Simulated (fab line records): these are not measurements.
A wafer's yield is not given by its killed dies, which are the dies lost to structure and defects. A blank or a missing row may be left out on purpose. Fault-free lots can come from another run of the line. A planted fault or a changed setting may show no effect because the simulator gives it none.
Struck lot and sound lot, side by side | flow n5 finfet | 18 out of 1938 route steps
Sound: these wafers, L839.3, L839.4, L839.6. Wafers struck: L846.2, L846.3, L846.5. Last of all comes the cause.
At each step with rows: each side's tool, then ch and its chambers, then its first start. Under that, the readings that differ: sound wafers | struck wafers | difference of the means | sigmas: that difference in standard deviations of wafers without a fault.
alike: same words and numbers on both sides, and readings whose means sit less than 2 such deviations apart. not compared: any withheld reading, any reading some wafer has no value for, any bound like >300 that may hide the same value, and any number with overlapping values for which the record gives no deviation.
A row with sigmas, a row that says differs or no value, or rows on one side alone: a step with any of these is where the two part. Numbers that have no deviation but don't overlap get no sigmas and don't part them. A reading that every wafer of one side lacks parts them only if that side has two wafers or more.

first, 2 steps without rows for these wafers: N5_BEOL_M2_STRIP_65 (strips in N2/H2); N5_BEOL_M2_STRIP_75 (strips in N2/H2).
N5_BEOL_M2_STRIP_66: strips in CF4.
  sound on rie diel-01 ch 1,3, day 6 19:50; struck on rie diel-03 ch 0,1,3, day 8 08:56
  alike: chamber pressure mTorr, drypump motor current A, oes product au, rf vpp V, showerhead plenum p Torr, throttle valve pct
  not compared: rf hours counter h
N5_BEOL_M2_HM_OPEN_17: chemistry Cl2/BCl3, target TiN, target depth 20 nm, overetch 6 nm.
  sound on rie metal-02 ch 1, day 6 19:58; struck on rie metal-02 ch 0,1, day 8 08:59
  alike: chamber pressure mTorr, drypump motor current A, mfc cl2 sccm, oes product au, throttle valve pct
  not compared: rf hours counter h
N5_BEOL_M2_STRIP_19: strips in O2.
  sound on rie diel-01 ch 0,2, day 6 20:06; struck on rie diel-01 ch 1,3, day 8 09:07
  reading                        | sound                | struck               | difference | sigmas
  chamber pressure mTorr (mTorr) | 29.972 29.939 29.963 | 30.018 29.996 30.036 | +0.059     | +2
  alike: drypump motor current A, oes product au, rf vpp V, showerhead plenum p Torr, throttle valve pct
  not compared: rf hours counter h
N5_BEOL_M2_CD_MEAS_18: pitch 36 nm, target cd 18 nm.
  sound on cd sem-01 at day 6 20:11; struck on cd sem-02 at day 8 09:12
  alike: cd nm
then, 6 steps without rows for these wafers: N5_BEOL_M2_COAT_67 (time 60 s, resist thk 60 nm); N5_BEOL_M2_COAT_68 (time 60 s, resist thk 12 nm); N5_BEOL_M2_COAT_76 (time 60 s, resist thk 5 nm); N5_BEOL_M2_COAT_22 (resist thk 30 nm); N5_BEOL_M2_EBR_24; N5_BEOL_M2_SOFTBAKE_23 (time 60 s).
N5_BEOL_M2_EXPOSE_25: exposes mask V1, defocus 5 nm.
  sound on euv scanner-02 ch 0, day 6 20:29; struck on euv scanner-01 ch 0, day 8 09:23
  reading              | sound             | struck            | difference | sigmas
  exposure dose mJ cm2 | 62.90 62.96 62.90 | 68.69 68.75 68.70 | +5.79      | +72
  alike: mask
then, 2 steps without rows for these wafers: N5_BEOL_M2_PEB_26 (peb time 60 s); N5_BEOL_M2_DEVELOP_27 (develop time 30 s).
N5_BEOL_M2_CD_MEAS_28: target cd 26.2 nm, target cd y 24.1 nm.
  sound on cd sem-01 ch 0, day 6 20:37; struck on cd sem-03 ch 0, day 8 09:31
  reading    | sound             | struck            | difference | sigmas
  cd nm (nm) | 26.29 26.50 26.55 | 27.30 27.72 27.77 | +1.15      | +5
N5_BEOL_M2_OVL_MEAS_29:
  sound on overlay-01 ch 0, day 6 20:40; struck on overlay-02 ch 0, day 8 09:33
  alike: V1_OVL
N5_PASSIVATION_PROBE_49:
  sound wafers here have rows in the record (prober-01, day 13 04:32); struck ones have none

## WHERE THEY PART
First at N5_BEOL_M2_STRIP_19; last, within this record, at N5_PASSIVATION_PROBE_49.

WHY: what had been put in by the simulator
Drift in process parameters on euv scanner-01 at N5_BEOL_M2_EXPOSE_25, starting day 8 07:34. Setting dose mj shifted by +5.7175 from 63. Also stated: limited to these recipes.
